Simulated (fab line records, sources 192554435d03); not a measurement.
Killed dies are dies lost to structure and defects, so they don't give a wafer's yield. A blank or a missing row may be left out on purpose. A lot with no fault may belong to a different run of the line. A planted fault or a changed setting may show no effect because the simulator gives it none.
Problem report, 8D (eight disciplines) form, completed by code | flow n5Finfet | the parts of the form that need people (team, actions taken, sign-off) are left out

1. WHAT WENT WRONG
cdNm at N5_BEOL_M6_CD_MEAS_11 reads a mean of 44.6 nm on 6 wafers of 2 lots; wafers without a fault read 38.5 nm with a standard deviation of 0.45. Measured from the usual mean, that is +14 standard deviations.
The step: target cd 38.5 nm.
The first sign was on wafer L869.2 at day 12 21:46, on cdSem-02. Wafers with a number at this step in the record: 21, from 7 lots. Rule for "out", or "out of limits": more than 4 standard deviations from the usual mean. Any other wafer with a number is counted as sound.

2. WHAT THIS IS AND IS NOT
question                    | is                     | is not
which readings at this step | cdNm                   | -
which lots                  | L869, L870             | L856, L861, L871, L872, L873
which wafers of those lots  | all that have a number | -
read on which gauges        | cdSem-02               | cdSem-03
when                        | from day 12 21:46      | up to then (6 sound wafers); but 9 sound wafers of L871, L872, L873 came after

3. SUSPECTS, AND WHAT RULES EACH OUT
Counting: a tool at a process step up to the reading stays a suspect if it ran every lot that is out and no sound lot after the first of them.
- the gauge at N5_BEOL_M6_CD_MEAS_11 has been ruled out. All the wafers that are out were read on cdSem-02, but those of them that N5_BEOL_M6_EXPOSE_08 has rows for are out there too, on other tools.
- arfiScanner-03 at N5_BEOL_M6_EXPOSE_08 (exposes mask M6): kept. It processed each lot that is out, first L869 at day 12 21:39, and no sound lot thereafter; up to then, the last sound lot it processed was L861 at day 11 10:55. Its own exposureDoseMJCm2 readings are out on those wafers.
Left after counting: arfiScanner-03 at N5_BEOL_M6_EXPOSE_08.

4. THE CAUSE (what the simulator had put in)
Process parameters drifting: arfiScanner-03 at N5_BEOL_M6_EXPOSE_08, beginning at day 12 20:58. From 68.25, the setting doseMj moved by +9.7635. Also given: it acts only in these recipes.
Counting left only this tool.

5. SEQUENCE OF EFFECTS, ordered by route
Rows list readings where the struck wafers' mean (over those with a number) sits beyond 3 standard deviations from the usual. Scope: only readings with a usual standard deviation given in the record; hours: median across lots of the time from each lot's start at the first step in this table that gives one to its start at this step; sigmas: change in usual standard deviations.
hours | step                    | reading            | usual       | on struck wafers | change | sigmas
0     | N5_BEOL_M6_EXPOSE_08    | exposureDoseMJCm2  | 68.7        | 77.1             | +8.4   | +14
0     | N5_BEOL_M6_CD_MEAS_11   | cdNm               | 38.5 nm     | 44.6             | +6.1   | +14
1     | N5_BEOL_M6_CD_MEAS_18   | cdNm               | 40.0 nm     | 46.1             | +6.1   | +13
72    | N5_BEOL_M15_RC_MEAS_101 | SERP_M6            | 13.7 ohm/um | 10.8             | -2.9   | -6.2
72    | N5_BEOL_M15_RC_MEAS_101 | SERP_M6_max_site   | 14.5 ohm/um | 11.5             | -3.0   | -6.2
88    | N5_PASSIVATION_PROBE_49 | defectLimitedYield | 91.3 %      | 59.4             | -31.9  | -25
88    | N5_PASSIVATION_PROBE_49 | killed_at_M4_up    | 13          | 391              | +378   | +73
88    | N5_PASSIVATION_PROBE_49 | killedDies         | 102         | 480              | +378   | +24
88    | N5_PASSIVATION_PROBE_49 | killedOnRim        | 13          | 26               | +13    | +3.5
88    | N5_PASSIVATION_PROBE_49 | sortNPass          | 1078        | 700              | -378   | -24
88    | N5_PASSIVATION_PROBE_49 | sortYieldPct       | 91.3 %      | 59.4             | -31.9  | -25
Its process steps:
- N5_BEOL_M6_EXPOSE_08: exposes mask M6.
- N5_PASSIVATION_PROBE_49

6. WHAT WOULD HAVE CAUGHT IT SOONER
In this record the first reading out of limits at a measuring or inspecting step was taken at day 12 21:46, 1 hour after the fault began at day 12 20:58.
At N5_BEOL_M6_EXPOSE_08, the tool's own readings (exposureDoseMJCm2) were out on each struck wafer the step has a row for, so an alarm limit on them would have fired on the first such wafer.
Lots out: 2; of these, L870 started N5_BEOL_M6_EXPOSE_08 on arfiScanner-03 after day 12 21:46. A tool hold placed at that time would have kept it from harm.
